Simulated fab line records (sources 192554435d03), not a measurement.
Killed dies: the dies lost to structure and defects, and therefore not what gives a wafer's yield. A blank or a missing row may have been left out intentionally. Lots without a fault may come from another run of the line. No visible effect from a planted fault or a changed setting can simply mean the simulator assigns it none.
Chamber matching + flow n5-finfet + rie-diel-01 running N5_BEOL_M9_ETCH_76: 4 sister chambers
The step etches underlayer in N2/H2, target depth 6.5 nm, time 5.2 s. 8 wafers are shown with their chamber, then 7 later ones without.

EACH WAFER AND ITS CHAMBER
| wafer  | chamber | showerhead-plenum-p-Torr (Torr) | drypump-motor-current-A (A) |
|--------|---------|---------------------------------|-----------------------------|
| L677.3 | 3       | 2.42                            | 6.5                         |
| L677.5 | 3       | 2.42                            | 6.4                         |
| L679.6 | 1       | 2.52                            | 6.0                         |
| L681.1 | 0       | 2.52                            | 5.8                         |
| L681.2 | 1       | 2.51                            | 6.0                         |
| L681.6 | 2       | 2.63                            | 5.5                         |
| L686.4 | 2       | 2.62                            | 5.5                         |
| L686.5 | 0       | 2.52                            | 5.8                         |

WAFERS WHOSE CHAMBER IS MISSING
| wafer  | showerhead-plenum-p-Torr (Torr) | drypump-motor-current-A (A) |
|--------|---------------------------------|-----------------------------|
| L686.6 | 2.51                            | 6.0                         |
| L690.3 | 2.41                            | 6.5                         |
| L690.5 | 2.62                            | 5.5                         |
| L690.6 | 2.52                            | 5.8                         |
| L691.1 | 2.51                            | 5.7                         |
| L691.5 | 2.51                            | 5.7                         |
| L691.6 | 2.41                            | 6.4                         |

CHAMBER TAKEN BY EACH
| wafer  | from the rows above | in truth |
|--------|---------------------|----------|
| L686.6 | 1                   | 1        |
| L690.3 | 3                   | 3        |
| L690.5 | 2                   | 2        |
| L690.6 | 0                   | 0        |
| L691.1 | 0                   | 0        |
| L691.5 | 0                   | 0        |
| L691.6 | 3                   | 3        |
Correct placement for 7 of the 7. Not placeable from these rows: 0. Wrongly placed: 0.
How it was worked out, from the rows above alone: a wafer's distance from a chamber is the root of the sum, over the readings, of the square of ((its reading less the chamber's mean) divided by the reading's scatter). If the next closest chamber is less than 2 further off than the closest, the wafer can't be placed; otherwise it belongs to the closest. For every chamber, the mean is computed from those of its wafers that are shown. The scatter: take each reading less its chamber's mean, square it, sum over the shown wafers, divide by the number of wafers less the number of chambers, and take the root.
